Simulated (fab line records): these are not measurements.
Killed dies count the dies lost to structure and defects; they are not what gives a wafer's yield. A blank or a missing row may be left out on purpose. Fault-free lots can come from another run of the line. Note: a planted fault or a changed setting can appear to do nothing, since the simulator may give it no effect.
Matching of chambers -- flow nand-harc -- NHARC_A_M1_ETCH_35 on rie-diel-02: 4 sister chambers
The step etches the open film in N2/H2, target depth 40 nm, overetch 12 nm, time 43.94 s. 4 wafers are shown with their chamber, then 10 later ones without.

== WAFERS WITH THEIR CHAMBER ==
wafer,chamber,drypump-motor-current-A (A)
L083.6,0,5.2
L084.5,2,6.0
L086.1,1,6.1
L086.2,3,5.4

== WAFERS WITH NO CHAMBER GIVEN ==
wafer,drypump-motor-current-A (A)
L086.4,5.1
L089.3,5.2
L089.4,6.0
L089.5,5.4
L090.1,5.4
L090.5,5.4
L090.6,5.2
L094.2,5.2
L094.3,5.4
L094.4,5.4

== CHAMBER TAKEN BY EACH ==
wafer,from the rows above,in truth
L086.4,0,0
L089.3,0,0
L089.4,2,2
L089.5,3,3
L090.1,3,3
L090.5,3,3
L090.6,0,0
L094.2,0,0
L094.3,3,3
L094.4,3,3
10 of 10 placed correctly. Left unplaced by these rows: 0. Number placed wrongly: 0.
How it was worked out, from the rows above alone: a wafer's distance from a chamber is the root of the sum, over the readings, of the square of ((its reading less the chamber's mean) divided by the reading's scatter). The wafer belongs to the nearest chamber; if the next one is less than 2 further off, it can't be placed. A chamber's mean is the mean of its shown wafers. The scatter: root of mean squared gap, hidden wafer to nearest shown wafer, with one shown wafer a chamber.
